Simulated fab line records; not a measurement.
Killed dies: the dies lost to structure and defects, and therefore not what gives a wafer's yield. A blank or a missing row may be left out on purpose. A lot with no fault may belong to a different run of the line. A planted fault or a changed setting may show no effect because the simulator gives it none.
The tool behind it: which one?    flow n5Finfet    30 wafers from 10 lots sampled at 2 of the route's 1938 steps

WHAT EACH GAUGE READ, for each wafer
N5_WELL_APT_OVL_MEAS_09.
lot   measured     on          NWELL_OVL (nm)
L170  day 2 01:52  overlay-01  -5 6 -1
L173  day 2 19:35  overlay-02  -3 -6 -1
L175  day 3 07:43  overlay-02  -6 -8 -3
L176  day 3 13:58  overlay-01  -6 2 -5
L177  day 3 19:35  overlay-02  -7 -6 0
L179  day 4 07:46  overlay-01  6 0 3
L181  day 4 19:46  overlay-02  0 -2 -3
L184  day 5 14:28  overlay-02  -4 0 -1
L186  day 6 01:51  overlay-01  -2 3 8
L191  day 7 07:52  overlay-02  -9 2 7

TOOL THAT RAN EACH LOT (tool first, then ch and the chambers of the sampled wafers, then the start)
lot   N5_ZERO_LAYER_STRIP_24
L170  plasmaAsher-01 ch 0,1, day 2 01:04
L173  plasmaAsher-01 ch 0,1, day 2 18:55
L175  plasmaAsher-01 ch 0, day 3 07:01
L176  plasmaAsher-01 ch 0,1, day 3 13:14
L177  plasmaAsher-01 ch 0,1, day 3 18:53
L179  plasmaAsher-01 ch 0,1, day 4 06:57
L181  plasmaAsher-01 ch 0,1, day 4 19:03
L184  plasmaAsher-02 ch 0, day 5 13:38
L186  plasmaAsher-01 ch 0,1, day 6 01:10
L191  plasmaAsher-02 ch 0,1, day 7 07:02
- N5_ZERO_LAYER_STRIP_24: strips in O2.

THE ANSWER, worked out from the rows above alone
Rule: what is usual is taken from the lots themselves. The widest of any qualifying gaps counts: lots, ordered by their means at a reading, are off when they make up no more than a third of the lots, leave a main group of 4 or more, and stand apart from it by 3 or more times the standard deviation of that group's means. A main group is skipped when, at the precision printed for the reading in the tables above, its means are all equal. A lot without any number at a reading at which 4 lots or more have one is off too. Where the step has rows for the other lots, those lots are counted as sound.
None of the lots is off at any reading shown; this tells nothing.

WHAT WAS PUT IN BY THE SIMULATOR
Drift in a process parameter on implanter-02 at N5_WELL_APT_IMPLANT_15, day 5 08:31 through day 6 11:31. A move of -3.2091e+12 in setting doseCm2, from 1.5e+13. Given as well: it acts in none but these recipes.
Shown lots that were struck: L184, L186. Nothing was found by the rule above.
